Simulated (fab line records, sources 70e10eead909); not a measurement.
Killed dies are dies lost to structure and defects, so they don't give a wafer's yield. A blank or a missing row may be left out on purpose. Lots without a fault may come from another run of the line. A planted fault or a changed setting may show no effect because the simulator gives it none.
Chamber matching | flow nand_harc | NHARC_P_M1_DEP_33 on pecvd-04: 3 sister chambers
The step deposits SiCN, target thk 30 nm. 3 wafers are shown with their chamber, then 9 later ones without.

WAFERS WITH THEIR CHAMBER
wafer  | chamber | heater_power_w (W)
L080.5 | 1       | 708
L091.3 | 0       | 628
L091.6 | 2       | 604

WAFERS WITHOUT THEIR CHAMBER
wafer  | heater_power_w (W)
L092.1 | 689
L092.3 | 623
L092.5 | 644
L093.3 | 636
L093.5 | 682
L093.6 | 617
L094.1 | 604
L094.4 | 647
L094.5 | 613

WHICH CHAMBER EACH WENT THROUGH
wafer  | from the rows above     | in truth
L092.1 | 1                       | 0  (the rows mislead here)
L092.3 | can't be placed: 0 or 2 | 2
L092.5 | can't be placed: 0 or 2 | 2
L093.3 | can't be placed: 0 or 2 | 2
L093.5 | can't be placed: 1 or 0 | 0
L093.6 | can't be placed: 0 or 2 | 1
L094.1 | can't be placed: 2 or 0 | 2
L094.4 | can't be placed: 0 or 2 | 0
L094.5 | can't be placed: 2 or 0 | 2
Placed correctly: 0 of 9. Can't be placed from these rows: 8 (the true chamber is among the candidates in 7). Placed wrongly: 1.
How it was worked out, from the rows above alone: a wafer's distance from a chamber is the root of the sum, over the readings, of the square of ((its reading less the chamber's mean) divided by the reading's scatter). The wafer belongs to the nearest chamber; if the next one is less than 2 further off, it can't be placed. A chamber's mean is the mean of its shown wafers. The scatter: with one shown wafer a chamber, the root of the mean of the squares of how far each hidden wafer lies from its nearest shown one.
